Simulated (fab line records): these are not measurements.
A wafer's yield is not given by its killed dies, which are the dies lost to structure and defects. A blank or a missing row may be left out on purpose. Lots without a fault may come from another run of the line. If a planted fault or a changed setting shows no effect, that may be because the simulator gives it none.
A struck lot beside a sound one    flow n5 finfet    37 steps out of a route of 1938
Sound: these wafers, L700.1, L700.3, L700.6. Struck: wafer L697.3 (left out: L697.1, L697.4 of the same lot, which were not struck); the cause appears at the end.
Each step with rows lists, per side, the tool, then ch with its chambers, then its first start. Under that, the readings that differ: sound wafers    struck wafers    difference of the means    sigmas: that difference in standard deviations of wafers without a fault.
alike: same words and numbers on both sides, and readings whose means sit less than 2 such deviations apart. not compared: any withheld reading, any reading some wafer has no value for, any bound like >300 that may hide the same value, and any number with overlapping values for which the record gives no deviation.
The two part at a step that has a row with sigmas, a row that says differs or no value, or rows on one side only. Numbers that don't overlap but have no deviation are shown without sigmas and don't part them. A reading missing from all wafers of one side parts the sides only when that side holds two or more wafers.

first, 9 steps without rows for these wafers: N5_BEOL_M4_ANNEAL_95 (time 240 s); N5_BEOL_M4_SPUTTER_96 (material Cu, target thk 4.5 nm, time 8.29 s); N5_BEOL_M4_ECD_50 (material Cu, target thk 300 nm); N5_BEOL_M4_ANNEAL_51 (time 90 s); N5_BEOL_M4_CMP_52 (polishes, stops on SiOC, t overpolish 6.8 s, target thk 40 nm); N5_BEOL_M4_PRE_CLEAN_60 (time 15 s); N5_BEOL_M4_CO_CAP_55 (material Co, precursor CCTBA/H2, target thk 2 nm, time 102.1 s); N5_BEOL_M4_PRE_CLEAN_56 (time 15 s); N5_BEOL_M4_DEP_57 (deposits SiCN from 3MS/NH3, target thk 8 nm, time 14 s).
N5_BEOL_M4_RC_MEAS_101:
  sound on prober-02 ch 0, day 12 10:18; struck on prober-01 ch 0, day 11 17:55
  alike: DIBL_N, DIBL_P, IOFF_N, IOFF_P, ION_N, ION_P, SS_N, SS_P, VT_N, VT_P
then, 24 steps without rows for these wafers: N5_BEOL_M5_ILD_DEP_00 (deposits SiCOH lowk from DEMS/porogen, target thk 140.64 nm, time 25.9 s); N5_BEOL_M5_CURE_79 (cures SiCOH lowk, time 240 s); N5_BEOL_M5_PECVD_70 (deposits SiO2 from TEOS/O2, target thk 16 nm, time 18 s); N5_BEOL_M5_HM_DEP_02 (deposits TiN, target thk 20 nm); N5_BEOL_M5_COAT_59 (time 60 s, resist thk 60 nm); N5_BEOL_M5_COAT_60 (time 60 s, resist thk 12 nm); N5_BEOL_M5_COAT_71 (time 60 s, resist thk 5 nm); N5_BEOL_M5_COAT_05 (resist thk 30 nm); N5_BEOL_M5_EBR_07; N5_BEOL_M5_SOFTBAKE_06 (time 60 s); N5_BEOL_M5_EXPOSE_08 (exposes mask M5, target cd 28 nm); N5_BEOL_M5_PEB_09 (peb time 60 s); N5_BEOL_M5_DEVELOP_10 (develop time 30 s); N5_BEOL_M5_DESCUM_16 (chemistry O2, time 7 s); N5_BEOL_M5_ETCH_72 (etches underlayer in N2/H2, target depth 6.5 nm, time 5.2 s); N5_BEOL_M5_ETCH_61 (etches SiARC in CF4, target depth 15.6 nm, time 26 s); N5_BEOL_M5_ETCH_62 (etches SOC in N2/H2, target depth 75 nm, overetch 15 nm, time 112.5 s); N5_BEOL_M5_STRIP_63 (strips in N2/H2); N5_BEOL_M5_STRIP_73 (strips in N2/H2); N5_BEOL_M5_STRIP_64 (strips in CF4); N5_BEOL_M5_HM_OPEN_17 (chemistry Cl2/BCl3, target TiN, target depth 20 nm, overetch 6 nm); N5_BEOL_M5_STRIP_19 (strips in O2); N5_BEOL_M5_COAT_65 (time 60 s, resist thk 60 nm); N5_BEOL_M5_COAT_66 (time 60 s, resist thk 12 nm).
-- a jump in the record: the struck wafers' starts before and after are 3 days apart (it breaks off in module BEOL_M5 and resumes in module BEOL_M14, where the first step shown is number 1764 of the route) --
N5_BEOL_M14_SPUTTER_45: material Cu, target thk 100 nm, time 16.67 s.
  sound on pvd sputter-03, day 15 17:03; struck on pvd sputter-02, day 15 01:00
  alike: throttle valve pct
N5_BEOL_M15_RC_MEAS_101:
  sound on prober-01 ch 0, day 16 00:29; struck on prober-01 ch 0, day 15 07:49
reading                     sound                       struck    difference  sigmas
COMB_M9 (S/m)               1.31e-11 1.07e-11 1.06e-11  2.05e-11  +9.03e-12   +3
SERP_M13 (ohm/um)           0.307 0.299 0.302           0.322     +0.019      +3
SERP_M13_max_site (ohm/um)  0.308 0.302 0.304           0.325     +0.020      +3
SERP_M14 (ohm/um)           0.159 0.158 0.158           0.172     +0.014      +3
  alike: COMB_M10, COMB_M10_max_site, COMB_M11, COMB_M12, COMB_M13, COMB_M14, COMB_M15, COMB_M5, COMB_M6, COMB_M7, COMB_M8, COMB_M9_max_site, SERP_M10, SERP_M10_max_site, SERP_M11, SERP_M12, SERP_M5, SERP_M5_max_site, SERP_M6, SERP_M6_max_site, SERP_M7, SERP_M8, SERP_M9, SERP_M9_max_site
  not compared: SERP_M14_max_site
N5_PASSIVATION_PROBE_49:
  sound on prober-02, day 16 14:18; struck on prober-02, day 15 22:11
reading                   sound           struck  difference  sigmas
defect limited yield (%)  90.8 94.4 93.2  72.4    -20.4       -15
killed_at_M4_up           9 6 8           225     +217        +47
killed at other           1 1 1           19      +18         +6
killed dies               109 66 80       326     +241        +15
killed on rim             25 11 13        50      +34         +8
sort_bin_5_function (%)   5.8 3.6 4.1     17.8    +13.3       +15
sort_bin_6_memory (%)     3.1 1.8 2.1     9.7     +7.4        +12
sort n pass               1071 1114 1100  854     -241        -15
sort yield pct (%)        90.8 94.4 93.2  72.4    -20.4       -15
  alike: killed_at_M0_to_M3, killed at contacts, killed at front end, killed open, killed short, sort_bin_4_leakage

## WHERE THEY PART
Earliest at N5_BEOL_M15_RC_MEAS_101; latest, in this record, at N5_PASSIVATION_PROBE_49.

WHY: the cause the simulator had injected
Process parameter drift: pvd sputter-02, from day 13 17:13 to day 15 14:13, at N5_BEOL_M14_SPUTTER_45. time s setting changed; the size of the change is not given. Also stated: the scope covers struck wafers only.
